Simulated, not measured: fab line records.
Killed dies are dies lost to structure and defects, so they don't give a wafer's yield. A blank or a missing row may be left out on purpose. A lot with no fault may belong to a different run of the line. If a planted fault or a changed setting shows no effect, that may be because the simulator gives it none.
fab line records + flow n5Finfet
[record]
- lots = 6
- wafers = 16
- lastDay = 17
route steps=1938 shown TV_LITHO@1875 TV_OPEN@1887
lots that met no fault: from a run of the same line without faults
startH: hours from the record's opening day to when the first of the lot's shown wafers began + waitH: hours from the lot's prior step to this one + " as in the row above + L1.1+2: a row that stands for several wafers + - value missing, or start not given + * or withheld: withheld + < > ~ a bound
route shown NAME@n: NAME is a module with steps in the file, n the number in the route of the first one + usual: mean/standard deviation taken from wafers without a fault + same: alike in all rows + chamber/n: place in a boat + sites: each site's reading + _std_site: their standard deviation + _edge_site: the outer-site mean with the inner-site mean subtracted + radiusMm: for every site, how far away it sits from the centre of the wafer + mask NAME#n: copy n + behind: the tool/chamber that last shaped the wafer + hold: why the lot went on hold/how many hours it stayed there/how the hold came to an end + device: transistor that didn't switch, given as n, p or np + end of line: tests run on the same wafers once the route is complete + a step without rows: its recipe alone + killed: at the first sort, the dies lost to defects and structure; wafer yield is something else + map: per-die view of a wafer (x killed, . not killed, _ where there is no die)
set.NAME: the run value of the setting; set.NAME@STEP: its run value at that earlier step + model.NAME: the simulator's own value behind a step, which no gauge read
lots at selected steps of the route; one table per step, one row per wafer
services: from which hour (startH, from the record's first day; less than 0 if before it) a tool's chamber was out of use, for how many hours, and why
[[steps]]
[step N5_PASSIVATION_HMDS_03]
[recipe]
- timeS = 60
- tempC = 120
[step N5_PASSIVATION_COAT_04]
[recipe]
- spinRpm = *
- resistThkNm = *
[step N5_PASSIVATION_EBR_06]
[recipe]
- solvent = PGMEA
- ebrWidthMm = 1.5
[step N5_PASSIVATION_SOFTBAKE_05]
[recipe]
- tempC = 100
- timeS = 90
[step N5_PASSIVATION_EXPOSE_07]
[recipe]
- maskId = TV
- na = 0.55
- sourceShape = conventional
- sigmaOuter = 0.8
- polarization = unpolarized
- defocusNm = 0
- targetCdNm = 3000
- doseMj = 22.75
[step N5_PASSIVATION_PEB_08]
[recipe]
- pebTempC = withheld
- pebTimeS = *
[step N5_PASSIVATION_DEVELOP_09]
[recipe]
- developTimeS = 60
- rinseLiquid = diw
- dry = airSpin
- devTempC = 21
[step N5_PASSIVATION_HARDBAKE_11]
[recipe]
- tempC = 130
- timeS = 120
[step N5_PASSIVATION_CD_MEAS_10]
[recipe]
- targetCdNm = 3000
- landingEnergyEv = 500
- detector = seInlens
[usual]
- cdNm = 2999.7/2
| lot.wafer | tool     | chamber | startH | waitH | cdNm   |
|-----------|----------|---------|--------|-------|--------|
| L260.1    | cdSem-03 | 0       | 275.54 | -     | 3001.1 |
| L260.3    | "        | 0       | "      | "     | 3000.5 |
| L260.4    | "        | 0       | "      | "     | 3001.3 |
| L263.1    | cdSem-01 | 0       | 304.10 | -     | 2995.2 |
| L263.5    | "        | 0       | "      | "     | 2999.1 |
| L263.6    | "        | 0       | "      | "     | 2998.2 |
| L266.1    | cdSem-02 | 0       | 338.42 | -     | 3001.3 |
| L266.3    | "        | 0       | "      | "     | 3001.8 |
| L266.4    | "        | 0       | "      | "     | 2996.8 |
| L270.1    | cdSem-02 | 0       | 339.21 | -     | 2998.5 |
| L270.4    | "        | 0       | "      | "     | 2998.4 |
| L274.1    | cdSem-01 | 0       | 372.58 | -     | 3002.2 |
| L274.4    | "        | 0       | "      | "     | 3001.5 |
| L279.2    | cdSem-01 | 0       | 399.85 | -     | 3001.2 |
| L279.5    | "        | 0       | "      | "     | 2997.9 |
| L279.6    | "        | 0       | "      | "     | 2999.3 |
[step N5_PASSIVATION_OVL_MEAS_60]
[recipe]
- pointsPerWafer = 44
[usual]
- TV_OVL = 0/5.1
| lot.wafer | tool       | chamber | startH | waitH | TV_OVL[nm] |
|-----------|------------|---------|--------|-------|------------|
| L260.1    | overlay-02 | 0       | 275.57 | 0.0   | 14         |
| L260.3    | "          | 0       | "      | "     | 12         |
| L260.4    | "          | 0       | "      | "     | 13         |
| L263.1    | overlay-01 | 0       | 304.13 | 0.0   | -3         |
| L263.5    | "          | 0       | "      | "     | -1         |
| L263.6    | "          | 0       | "      | "     | 0          |
| L266.1    | overlay-02 | 0       | 338.45 | 0.0   | 0          |
| L266.3    | "          | 0       | "      | "     | -7         |
| L266.4    | "          | 0       | "      | "     | -4         |
| L270.1    | overlay-02 | 0       | 339.24 | 0.0   | -3         |
| L270.4    | "          | 0       | "      | "     | -1         |
| L274.1    | overlay-01 | 0       | 372.61 | 0.0   | 6          |
| L274.4    | "          | 0       | "      | "     | 1          |
| L279.2    | overlay-02 | 0       | 399.88 | 0.0   | 3          |
| L279.5    | "          | 0       | "      | "     | 6          |
| L279.6    | "          | 0       | "      | "     | 1          |
[step N5_PASSIVATION_INSPECT_61]
[recipe]
- mode = adi
- inspectInstrument = macro
[usual]
- rawDefectCount = 2.1/1.4
| lot.wafer | tool             | chamber | startH | waitH | rawDefectCount |
|-----------|------------------|---------|--------|-------|----------------|
| L260.1    | defectInspect-01 | -       | 275.60 | 0.0   | 1              |
| L260.3    | "                | -       | "      | "     | 4              |
| L260.4    | "                | -       | "      | "     | 2              |
| L263.1    | defectInspect-02 | -       | 304.16 | 0.0   | 3              |
| L263.5    | "                | -       | "      | "     | 0              |
| L263.6    | "                | -       | "      | "     | 3              |
| L266.1    | defectInspect-01 | -       | 338.47 | 0.0   | 2              |
| L266.3    | "                | -       | "      | "     | 2              |
| L266.4    | "                | -       | "      | "     | 2              |
| L270.1    | defectInspect-02 | -       | 339.26 | 0.0   | 0              |
| L270.4    | "                | -       | "      | "     | 2              |
| L274.1    | defectInspect-01 | -       | 372.63 | 0.0   | 1              |
| L274.4    | "                | -       | "      | "     | 3              |
| L279.2    | defectInspect-02 | -       | 399.90 | 0.0   | 3              |
| L279.5    | "                | -       | "      | "     | 3              |
| L279.6    | "                | -       | "      | "     | 4              |
[step N5_PASSIVATION_DESCUM_12]
[recipe]
- chemistry = O2
- timeS = 7.9
- sourcePowerW = 50
- biasPowerW = 20
- pressureMtorr = 20
- rfFrequencyHz = 2.712e+07
- tempC = 40
- o2FlowSccm = 225
[usual]
- drypumpMotorCurrentA = 5.5/0.43
- oesProductAu = 0.85/0.077
- rfVppV = 243.8/1.2
- showerheadPlenumPTorr = 2.15/0.067
- throttleValvePct = 20.38/0.22
[same]
- timeS = 7.9
| lot.wafer | tool       | chamber | startH | waitH | drypumpMotorCurrentA | oesProductAu | rfHoursCounterH | rfVppV | showerheadPlenumPTorr | throttleValvePct |
|-----------|------------|---------|--------|-------|----------------------|--------------|-----------------|--------|-----------------------|------------------|
| L260.1    | rieDiel-02 | 0       | 275.86 | 0.3   | 5.8                  | 0.88         | 47              | 243.8  | 2.22                  | 20.25            |
| L260.3    | "          | 2       | "      | "     | 5.5                  | 0.67         | 247             | 243.2  | 2.16                  | 20.75            |
| L260.4    | "          | 3       | "      | "     | 5.9                  | 0.91         | 26              | 244.0  | 2.14                  | 20.40            |
| L263.1    | rieDiel-02 | 1       | 304.19 | 0.0   | 6.0                  | 0.90         | 18              | 244.9  | 2.25                  | 20.04            |
| L263.5    | "          | 0       | "      | "     | 5.8                  | 0.87         | -               | 244.6  | 2.21                  | 20.26            |
| L263.6    | "          | 1       | "      | "     | 6.0                  | 0.91         | -               | 243.5  | 2.25                  | 20.03            |
| L266.1    | rieDiel-04 | 0       | 338.73 | 0.3   | 5.6                  | 0.85         | 73              | 244.1  | 2.11                  | 20.13            |
| L266.3    | "          | 3       | "      | "     | 5.8                  | 1.00         | 0               | 244.2  | 2.17                  | 20.74            |
| L266.4    | "          | 2       | "      | "     | 5.2                  | 0.80         | 88              | 244.4  | 2.13                  | 20.22            |
| L270.1    | rieDiel-02 | 2       | 339.95 | 0.7   | 5.5                  | 0.95         | 15              | 243.4  | 2.15                  | 20.41            |
| L270.4    | "          | 1       | "      | "     | 6.0                  | 0.88         | 29              | 244.2  | 2.25                  | 20.04            |
| L274.1    | rieDiel-02 | 0       | 372.67 | 0.0   | 5.8                  | 0.85         | 80              | 245.8  | 2.20                  | 20.29            |
| L274.4    | "          | 3       | "      | "     | 5.9                  | 0.87         | 53              | 242.8  | 2.13                  | 20.43            |
| L279.2    | rieDiel-04 | 1       | 399.94 | 0.0   | 5.4                  | 0.70         | 225             | 242.5  | 2.08                  | 20.59            |
| L279.5    | "          | 1       | "      | "     | 5.4                  | 0.70         | -               | 241.8  | 2.08                  | 20.59            |
| L279.6    | "          | 3       | "      | "     | 5.9                  | 0.91         | -               | 244.4  | 2.16                  | 20.77            |
[step N5_PASSIVATION_PASS_ETCH_74]
[recipe]
- chemistry = CF4/O2
- target = SiNx
- targetDepthA = 2200
- timeS = 110
- ionEnergyEv = 100
- pressureMtorr = 40
- sourceW = 535
- biasW = 49
- Ar_flow_sccm = 100
- cf4FlowSccm = 100
- O2_flow_sccm = 10
[usual]
- drypumpMotorCurrentA = 5.5/0.43
- oesProductAu = 0.85/0.075
- rfVppV = 242/5.5
- showerheadPlenumPTorr = 2.25/0.068
- throttleValvePct = 15.88/0.22
[same]
- timeS = 110
| lot.wafer | tool       | chamber | startH | waitH | drypumpMotorCurrentA | oesProductAu | rfHoursCounterH | rfVppV | showerheadPlenumPTorr | throttleValvePct | model.etch.depthNm | model.coat_of_PASSIVATION_COAT_04.thkNm | model.TV_OPEN.cdOffsetNm |
|-----------|------------|---------|--------|-------|----------------------|--------------|-----------------|--------|-----------------------|------------------|--------------------|-----------------------------------------|--------------------------|
| L260.1    | rieDiel-02 | 0       | 275.93 | 0.0   | 5.8                  | 0.87         | 47              | 242    | 2.33                  | 15.80            | 225.2              | *                                       | 0.2                      |
| L260.3    | "          | 2       | "      | "     | 5.6                  | 0.68         | 247             | 248    | 2.28                  | 16.39            | 217.7              | *                                       | 0.4                      |
| L260.4    | "          | 3       | "      | "     | 5.9                  | 0.90         | 26              | 245    | 2.24                  | 15.84            | 219.8              | *                                       | 0                        |
| L263.1    | rieDiel-02 | 1       | 304.26 | 0.0   | 6.0                  | 0.90         | 18              | 247    | 2.34                  | 15.48            | 214.3              | *                                       | 0.6                      |
| L263.5    | "          | 0       | "      | "     | 5.8                  | 0.86         | -               | 239    | 2.32                  | 15.81            | 224.5              | *                                       | 0.2                      |
| L263.6    | "          | 1       | "      | "     | 6.0                  | 0.91         | -               | 247    | 2.34                  | 15.48            | 216.5              | *                                       | 0.2                      |
| L266.1    | rieDiel-04 | 0       | 338.80 | 0.0   | 5.5                  | 0.86         | 73              | 238    | 2.23                  | 15.74            | 223.6              | *                                       | -1                       |
| L266.3    | "          | 3       | "      | "     | 5.8                  | 0.96         | 0               | 248    | 2.26                  | 16.06            | 213.1              | *                                       | 0.6                      |
| L266.4    | "          | 2       | "      | "     | 5.2                  | 0.81         | 88              | 245    | 2.22                  | 15.70            | 224.6              | *                                       | -0.6                     |
| L270.1    | rieDiel-02 | 2       | 340.02 | 0.0   | 5.5                  | 1.22         | 15              | 248    | 2.27                  | 16.01            | 326.1              | *                                       | -4.4                     |
| L270.4    | "          | 1       | "      | "     | 6.0                  | 0.88         | 29              | 247    | 2.34                  | 15.49            | 216                | *                                       | 0.4                      |
| L274.1    | rieDiel-02 | 0       | 372.73 | 0.0   | 5.8                  | 1.06         | 80              | 240    | 2.31                  | 15.90            | 320.6              | *                                       | -4.2                     |
| L274.4    | "          | 3       | "      | "     | 5.8                  | 0.86         | 53              | 246    | 2.23                  | 15.89            | 217.1              | *                                       | 0                        |
| L279.2    | rieDiel-04 | 1       | 400.00 | 0.0   | 5.3                  | 0.70         | 225             | 236    | 2.18                  | 16.05            | 214.9              | *                                       | 0.2                      |
| L279.5    | "          | 1       | "      | "     | 5.3                  | 0.70         | -               | 235    | 2.18                  | 16.07            | 215.6              | *                                       | 0.2                      |
| L279.6    | "          | 3       | "      | "     | 5.8                  | 0.89         | -               | 247    | 2.26                  | 16.10            | 213.3              | *                                       | 0.2                      |
[step N5_PASSIVATION_VIA_ETCH_13]
[recipe]
- chemistry = CHF3/O2
- target = SiO2
- targetDepthA = 6600
- CHF3_flow_sccm = 50
- O2_flow_sccm = 5
- Ar_flow_sccm = 200
- timeS = 330
- maskMaterial = PR
- pressureMtorr = 30
- sourceW = 650
- biasW = 170
- ionEnergyEv = 200
- ends = cleared
[usual]
- CHF3_flow_sccm = 50.00/0.14
- drypumpMotorCurrentA = 5.5/0.43
- etchRfOnTimeS = 234/5.2
- oesProductAu = 0.76/0.069
- rfVppV = 526/12
- showerheadPlenumPTorr = 2.46/0.078
- throttleValvePct = 18.78/0.21
| lot.wafer | tool       | chamber | startH | waitH | CHF3_flow_sccm | drypumpMotorCurrentA | etchRfOnTimeS | oesProductAu | rfHoursCounterH | rfVppV | showerheadPlenumPTorr | throttleValvePct | model.coat_of_PASSIVATION_COAT_04.thkNm |
|-----------|------------|---------|--------|-------|----------------|----------------------|---------------|--------------|-----------------|--------|-----------------------|------------------|-----------------------------------------|
| L260.1    | rieDiel-02 | 0       | 276.02 | 0.0   | 49.87          | 5.9                  | 228           | 0.78         | 47              | 524    | 2.53                  | 18.63            | *                                       |
| L260.3    | "          | 2       | "      | "     | 49.98          | 5.5                  | 232           | 0.62         | 247             | 537    | 2.49                  | 19.28            | *                                       |
| L260.4    | "          | 3       | "      | "     | 49.94          | 6.0                  | 232           | 0.83         | 26              | 531    | 2.45                  | 18.77            | *                                       |
| L263.1    | rieDiel-02 | 1       | 304.35 | 0.0   | 50.02          | 6.0                  | 237           | 0.81         | 18              | 538    | 2.57                  | 18.41            | *                                       |
| L263.5    | "          | 0       | "      | "     | 50.03          | 5.8                  | 232           | 0.77         | -               | 524    | 2.53                  | 18.64            | *                                       |
| L263.6    | "          | 1       | "      | "     | 49.98          | 6.0                  | 242           | 0.82         | -               | 537    | 2.57                  | 18.40            | *                                       |
| L266.1    | rieDiel-04 | 0       | 338.89 | 0.0   | 50.00          | 5.6                  | 226           | 0.78         | 73              | 519    | 2.44                  | 18.65            | *                                       |
| L266.3    | "          | 3       | "      | "     | 50.09          | 5.9                  | 234           | 0.88         | 0               | 537    | 2.47                  | 19.01            | *                                       |
| L266.4    | "          | 2       | "      | "     | 50.04          | 5.2                  | 231           | 0.73         | 88              | 533    | 2.43                  | 18.59            | *                                       |
| L270.1    | rieDiel-02 | 2       | 340.11 | 0.0   | 49.94          | 5.5                  | 230           | 0.86         | 15              | 537    | 2.49                  | 18.90            | *                                       |
| L270.4    | "          | 1       | "      | "     | 50.14          | 6.0                  | 244           | 0.80         | 29              | 536    | 2.56                  | 18.42            | *                                       |
| L274.1    | rieDiel-02 | 0       | 372.83 | 0.0   | 50.07          | 5.8                  | 230           | 0.75         | 81              | 524    | 2.52                  | 18.68            | *                                       |
| L274.4    | "          | 3       | "      | "     | 50.05          | 5.9                  | 241           | 0.77         | 53              | 531    | 2.44                  | 18.81            | *                                       |
| L279.2    | rieDiel-04 | 1       | 400.09 | 0.0   | 49.78          | 5.4                  | 238           | 0.63         | 225             | 512    | 2.36                  | 18.84            | *                                       |
| L279.5    | "          | 1       | "      | "     | 50.06          | 5.4                  | 247           | 0.62         | -               | 513    | 2.36                  | 18.83            | *                                       |
| L279.6    | "          | 3       | "      | "     | 50.21          | 5.9                  | 247           | 0.81         | -               | 538    | 2.46                  | 19.04            | *                                       |
[step N5_PASSIVATION_STRIP_14]
[recipe]
- chemistry = O2
- powerW = 600
- tempC = 60
- pressureMtorr = 30
- rfFrequencyHz = 6e+07
- biasPowerW = 0
- overashFraction = 0.5
- o2FlowSccm = 225
[usual]
- drypumpMotorCurrentA = 5.5/0.43
- oesProductAu = 0.85/0.076
- rfVppV = 3.5/0.84
- showerheadPlenumPTorr = 2.15/0.067
- throttleValvePct = 16.60/0.21
| lot.wafer | tool       | chamber | startH | waitH | drypumpMotorCurrentA | oesProductAu | rfHoursCounterH | rfVppV | showerheadPlenumPTorr | throttleValvePct |
|-----------|------------|---------|--------|-------|----------------------|--------------|-----------------|--------|-----------------------|------------------|
| L260.1    | rieDiel-02 | 0       | 276.21 | 0.1   | 5.8                  | 0.88         | 48              | 3.7    | 2.22                  | 16.49            |
| L260.3    | "          | 2       | "      | "     | 5.5                  | 0.67         | 247             | 3.9    | 2.16                  | 17.04            |
| L260.4    | "          | 3       | "      | "     | 5.9                  | 0.92         | 26              | 2.7    | 2.15                  | 16.58            |
| L263.1    | rieDiel-02 | 1       | 304.55 | 0.1   | 6.0                  | 0.90         | 18              | 3.6    | 2.25                  | 16.27            |
| L263.5    | "          | 0       | "      | "     | 5.7                  | 0.88         | -               | 4.2    | 2.22                  | 16.46            |
| L263.6    | "          | 1       | "      | "     | 6.0                  | 0.90         | -               | 3.7    | 2.25                  | 16.27            |
| L266.1    | rieDiel-04 | 0       | 339.09 | 0.1   | 5.6                  | 0.86         | 73              | 4.5    | 2.11                  | 16.40            |
| L266.3    | "          | 3       | "      | "     | 5.9                  | 0.99         | 0               | 3.4    | 2.17                  | 16.89            |
| L266.4    | "          | 2       | "      | "     | 5.2                  | 0.80         | 88              | 4.5    | 2.13                  | 16.42            |
| L270.1    | rieDiel-02 | 2       | 340.31 | 0.1   | 5.5                  | 0.94         | 15              | 3.1    | 2.16                  | 16.65            |
| L270.4    | "          | 1       | "      | "     | 6.0                  | 0.88         | 29              | 3.9    | 2.25                  | 16.28            |
| L274.1    | rieDiel-02 | 0       | 373.02 | 0.1   | 5.9                  | 0.84         | 81              | 4.6    | 2.21                  | 16.54            |
| L274.4    | "          | 3       | "      | "     | 5.8                  | 0.87         | 53              | 3.5    | 2.14                  | 16.64            |
| L279.2    | rieDiel-04 | 1       | 400.29 | 0.1   | 5.4                  | 0.70         | 225             | 2.5    | 2.09                  | 16.81            |
| L279.5    | "          | 1       | "      | "     | 5.4                  | 0.69         | -               | 4.4    | 2.09                  | 16.82            |
| L279.6    | "          | 3       | "      | "     | 5.9                  | 0.90         | -               | 4.6    | 2.17                  | 16.90            |
[step N5_PASSIVATION_ETCH_15]
[recipe]
- chemistry = CF4/N2
- target = SiCN
- targetDepthA = 750
- taperDeg = 2
- timeS = 81.2
- ionEnergyEv = 150
- maskMaterial = SiNx
- pressureMtorr = 40
- sourceW = 430
- biasW = 70
- Ar_flow_sccm = 100
- cf4FlowSccm = 60
- n2FlowSccm = 60
[usual]
- drypumpMotorCurrentA = 5.5/0.43
- oesProductAu = 0.84/0.076
- rfVppV = 383.5/1.7
- showerheadPlenumPTorr = 2.25/0.069
- throttleValvePct = 15.32/0.22
[same]
- timeS = 81.2
| lot.wafer | tool       | chamber | startH | waitH | drypumpMotorCurrentA | oesProductAu | rfHoursCounterH | rfVppV | showerheadPlenumPTorr | throttleValvePct | model.TV_OPEN.cdOffsetNm |
|-----------|------------|---------|--------|-------|----------------------|--------------|-----------------|--------|-----------------------|------------------|--------------------------|
| L260.1    | rieDiel-02 | 0       | -      | -     | 5.8                  | 0.88         | 48              | 385.1  | 2.32                  | 15.18            | 1.8                      |
| L260.3    | "          | 2       | "      | "     | 5.5                  | 0.69         | 247             | 383.1  | 2.28                  | 15.84            | 2.8                      |
| L260.4    | "          | 3       | "      | "     | 5.9                  | 0.91         | 26              | 384.1  | 2.25                  | 15.30            | 1.6                      |
| L263.1    | rieDiel-02 | 1       | -      | -     | 6.0                  | 0.91         | 18              | 386.7  | 2.34                  | 14.93            | 2.8                      |
| L263.5    | "          | 0       | "      | "     | 5.8                  | 0.86         | -               | 383.9  | 2.32                  | 15.23            | 2.2                      |
| L263.6    | "          | 1       | "      | "     | 6.0                  | 0.90         | -               | 385.1  | 2.34                  | 14.93            | 2.6                      |
| L266.1    | rieDiel-04 | 0       | -      | -     | 5.6                  | 0.87         | 73              | 382.6  | 2.23                  | 15.16            | 0.4                      |
| L266.3    | "          | 3       | "      | "     | 5.8                  | 0.97         | 1               | 382.4  | 2.26                  | 15.47            | 2.8                      |
| L266.4    | "          | 2       | "      | "     | 5.2                  | 0.81         | 88              | 381.5  | 2.23                  | 15.17            | 1.8                      |
| L270.1    | rieDiel-02 | 2       | -      | -     | 5.5                  | 0.95         | 15              | 383.4  | 2.27                  | 15.39            | -3                       |
| L270.4    | "          | 1       | "      | "     | 6.0                  | 0.88         | 29              | 385.1  | 2.34                  | 14.92            | 2.6                      |
| L274.1    | rieDiel-02 | 0       | -      | -     | 5.9                  | 0.84         | 81              | 386.5  | 2.31                  | 15.26            | -3.2                     |
| L274.4    | "          | 3       | "      | "     | 5.9                  | 0.87         | 53              | 382.2  | 2.24                  | 15.34            | 1.4                      |
| L279.2    | rieDiel-04 | 1       | -      | -     | 5.3                  | 0.70         | 225             | 381.4  | 2.18                  | 15.52            | 2.6                      |
| L279.5    | "          | 1       | "      | "     | 5.4                  | 0.69         | -               | 381.2  | 2.18                  | 15.51            | 2.4                      |
| L279.6    | "          | 3       | "      | "     | 5.8                  | 0.88         | -               | 383.7  | 2.25                  | 15.52            | 2.4                      |
[step N5_PASSIVATION_STRIP_73]
[recipe]
- chemistry = postEtchResidueRemover
- timeS = 60
- tempC = 25
- removerPh = withheld
- removerWaterWtPct = withheld
- removerFluorideWtPct = withheld
[[services]]
| tool       | chamber | startH | hours | kind                        |
|------------|---------|--------|-------|-----------------------------|
| rieDiel-02 | 1       | 252.83 | 7.7   | repair                      |
| rieDiel-02 | 2       | 284.20 | -     | clean                       |
| rieDiel-02 | 2       | 284.20 | -     | consumableReplace:focusRing |
| rieDiel-02 | 2       | 284.20 | 12.1  | scheduledDown               |
| rieDiel-02 | 2       | 284.20 | 12.1  | ventCycle                   |
| rieDiel-04 | 3       | 322.86 | -     | clean                       |
| rieDiel-04 | 3       | 322.86 | -     | consumableReplace:focusRing |
| rieDiel-04 | 3       | 322.86 | 13.7  | scheduledDown               |
| rieDiel-04 | 3       | 322.86 | 13.7  | ventCycle                   |
| rieDiel-02 | 3       | 348.83 | 14.2  | repair                      |
| rieDiel-04 | 2       | 398.72 | 9.5   | repair                      |
[[key]]
[firstSign]
- step = N5_PASSIVATION_PASS_ETCH_74
- reading = oesProductAu
- direction = up
- sigmas = 3.9
- usual = 0.85
- struck = 1.14
effect none on later readings
[modelEffect]
- step = N5_PASSIVATION_PASS_ETCH_74
- value = etch.depthNm
- without = 227
- struck = 323.3
[modelEffect]
- step = N5_PASSIVATION_VIA_ETCH_13
- value = coat_of_PASSIVATION_COAT_04.thkNm
- without = *
- struck = *
[modelEffect]
- step = N5_PASSIVATION_ETCH_15
- value = TV_OPEN.cdOffsetNm
- without = 1.1
- struck = -3.1
metAt N5_PASSIVATION_PASS_ETCH_74
struckWafers L270.1,L274.1
onsetBetween 304.26 340.02
[fault]
- kind = processParameterDrift
- tool = rieDiel-02
- chamber = -
- onsetH = 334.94
- steps = N5_PASSIVATION_PASS_ETCH_74
- channel = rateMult
- offset = 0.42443
- shape = step
- endH = 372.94
- scope = struckWafersOnly
